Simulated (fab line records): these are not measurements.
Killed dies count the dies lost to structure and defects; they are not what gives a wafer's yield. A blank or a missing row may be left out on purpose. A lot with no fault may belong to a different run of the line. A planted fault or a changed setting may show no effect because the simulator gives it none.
Chamber matching -- flow n5-finfet -- N5_BEOL_M6_CMP_52 on cmp-02: 4 sister chambers
The step polishes, stops on SiCOH lowk, t overpolish 6.9 s, target thk 80 nm. 4 wafers are shown with their chamber, then 7 later ones without.

WAFERS PAIRED WITH THEIR CHAMBERS
wafer,chamber,motor-current-A (A)
L085.3,2,5.9
L085.5,0,6.2
L091.2,3,6.5
L091.3,1,7.1

WAFERS WITH NO CHAMBER GIVEN
wafer,motor-current-A (A)
L091.5,6.1
L089.1,6.0
L089.4,6.1
L089.6,5.8
L093.3,7.6
L093.5,5.9
L093.6,7.4

EACH ONE'S CHAMBER
wafer,from the rows above,in truth
L091.5,can't be placed: 0 or 2 or 3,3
L089.1,can't be placed: 2 or 0 or 3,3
L089.4,can't be placed: 0 or 2 or 3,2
L089.6,can't be placed: 2 or 0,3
L093.3,1,1
L093.5,can't be placed: 2 or 0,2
L093.6,1,1
Placed correctly: 2 of 7. Can't be placed from these rows: 5 (the true chamber is among the candidates in 4). 0 placed wrongly.
How it was worked out, from the rows above alone: a wafer's distance from a chamber is the root of the sum, over the readings, of the square of ((its reading less the chamber's mean) divided by the reading's scatter). If the next closest chamber is less than 2 further off than the closest, the wafer can't be placed; otherwise it belongs to the closest. For every chamber, the mean is computed from those of its wafers that are shown. The scatter: with one shown wafer a chamber, the root of the mean of the squares of how far each hidden wafer lies from its nearest shown one.
